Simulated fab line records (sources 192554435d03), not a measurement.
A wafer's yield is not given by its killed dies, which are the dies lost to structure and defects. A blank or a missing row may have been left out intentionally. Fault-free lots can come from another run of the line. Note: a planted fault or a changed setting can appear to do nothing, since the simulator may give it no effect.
A lot that was struck, set against a sound lot + flow n5_finfet + 15 out of 1938 route steps
Sound: these wafers, L796.2, L796.3, L796.4. Struck: wafers L799.1, L799.3. (L799.5 of the same lot was not struck and is left out.) The cause comes at the end.
For every step that has rows: the tool of each side, followed by ch and its chambers, followed by its first start. Under that, the readings that differ: sound wafers + struck wafers + difference of the means + sigmas: that difference in standard deviations of wafers without a fault.
alike: readings whose means differ by less than 2 such deviations, and words and numbers that are the same on both sides. not compared: withheld readings, readings that some wafer has no value for, bounds like >300 that may hide the same value, and numbers for which the record gives no deviation and whose values overlap.
A row with sigmas, a row that says differs or no value, or rows on one side alone: a step with any of these is where the two part. Numbers that don't overlap but have no deviation are shown without sigmas and don't part them. A reading missing from all wafers of one side parts the sides only when that side holds two or more wafers.

first, 4 steps without rows for these wafers: N5_BEOL_M4_SOFTBAKE_23 (time 60 s); N5_BEOL_M4_EXPOSE_25 (exposes mask V3, defocus 5 nm); N5_BEOL_M4_PEB_26 (peb time 60 s); N5_BEOL_M4_DEVELOP_27 (develop time 30 s).
N5_BEOL_M4_CD_MEAS_28: target cd 26.2 nm, target cd y 24.1 nm.
  sound on cd_sem-03 ch 0, day 9 21:21; struck on cd_sem-02 ch 0, day 10 21:35
  alike: cd_nm
N5_BEOL_M4_OVL_MEAS_29:
  sound on overlay-02 ch 0, day 9 21:23; struck on overlay-01 ch 0, day 10 21:37
  alike: V3_OVL
N5_BEOL_M4_INSPECT_30: inspects for defects (brightfield).
  struck on defect_inspect-01, day 10 21:40; sound on defect_inspect-01, day 9 21:26
  alike: raw_defect_count
N5_BEOL_M4_DESCUM_33: chemistry O2, time 7 s.
  sound on rie_diel-02 ch 1,2,3, day 9 21:29; struck on rie_diel-02 ch 0,3, day 10 22:08
  alike: drypump_motor_current_A, oes_product_au, rf_vpp_V, showerhead_plenum_p_Torr, throttle_valve_pct
  not compared: rf_hours_counter_h
N5_BEOL_M4_ETCH_77: etches underlayer in N2/H2, target depth 6.5 nm, time 5.2 s.
  sound on rie_diel-02 ch 1,2,3, day 9 21:31; struck on rie_diel-02 ch 0,3, day 10 22:10
  alike: drypump_motor_current_A, etch_rf_on_time_s, n2_flow_sccm, oes_product_au, rf_vpp_V, showerhead_plenum_p_Torr, throttle_valve_pct
  not compared: rf_hours_counter_h
N5_BEOL_M4_ETCH_69: etches SiARC in CF4, target depth 15.6 nm, time 26 s.
  sound on rie_diel-02 ch 1,2,3, day 9 21:32; struck on rie_diel-02 ch 0,3, day 10 22:11
  alike: drypump_motor_current_A, etch_rf_on_time_s, oes_product_au, rf_vpp_V, showerhead_plenum_p_Torr, throttle_valve_pct
  not compared: rf_hours_counter_h
N5_BEOL_M4_ALD_98: deposits SiO2, target thk 2.5 nm, pulse time 1 s, co reactant pulse time 1 s.
  sound on ald_sin-03 ch 0,1,3, day 9 21:37; struck on ald_sin-02 ch 2,3, day 10 22:16
  alike: heater_power_w, precursor_pulse_height_rel
N5_BEOL_M4_ETCHBACK_99: etches SiO2 in CHF3, target depth 5 nm, time 10.4 s.
  sound on rie_diel-02 ch 0,2,3, day 10 03:42; struck on rie_diel-06 ch 1,2, day 11 03:56
  alike: drypump_motor_current_A, oes_product_au, rf_vpp_V, showerhead_plenum_p_Torr, throttle_valve_pct
  not compared: rf_hours_counter_h
N5_BEOL_M4_ETCH_70: etches SOC in N2/H2, target depth 80 nm, overetch 24 nm, time 130 s.
  sound on rie_diel-02 ch 0,2,3, day 10 03:44; struck on rie_diel-06 ch 1,2, day 11 03:58
| reading          | sound             | struck      | difference | sigmas |
|------------------|-------------------|-------------|------------|--------|
| run_length_s (s) | 153.4 152.8 153.5 | 147.1 146.8 | -6.3       | -19    |
  alike: drypump_motor_current_A, n2_flow_sccm, oes_product_au, rf_vpp_V, showerhead_plenum_p_Torr, throttle_valve_pct
  not compared: rf_hours_counter_h, model.SiARC_of_BEOL_M4_COAT_68.thk_nm
then, 1 step without rows for these wafers: N5_BEOL_M4_STRIP_71 (strips in N2/H2).
N5_BEOL_M4_RC_MEAS_101:
  sound on prober-01 ch 0, day 10 08:20; struck on prober-01 ch 0, day 11 08:23
| reading       | sound          | struck    | difference | sigmas |
|---------------|----------------|-----------|------------|--------|
| DIBL_N (mV/V) | 36.5 39.5 36.0 | 35.2 33.8 | -2.8       | -2     |
| ION_P (uA/um) | 454 459 444    | 470 468   | +17        | +2     |
  alike: DIBL_P, IOFF_N, IOFF_P, ION_N, SS_N, SS_P, VT_N, VT_P

WHERE THEY PART
Last at N5_BEOL_M4_RC_MEAS_101 as far as this record goes, first at N5_BEOL_M4_ETCH_70.

WHY: the cause the simulator had injected
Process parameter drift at N5_BEOL_M4_ETCH_70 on rie_diel-06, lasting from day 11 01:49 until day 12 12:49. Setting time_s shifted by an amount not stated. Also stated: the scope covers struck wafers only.
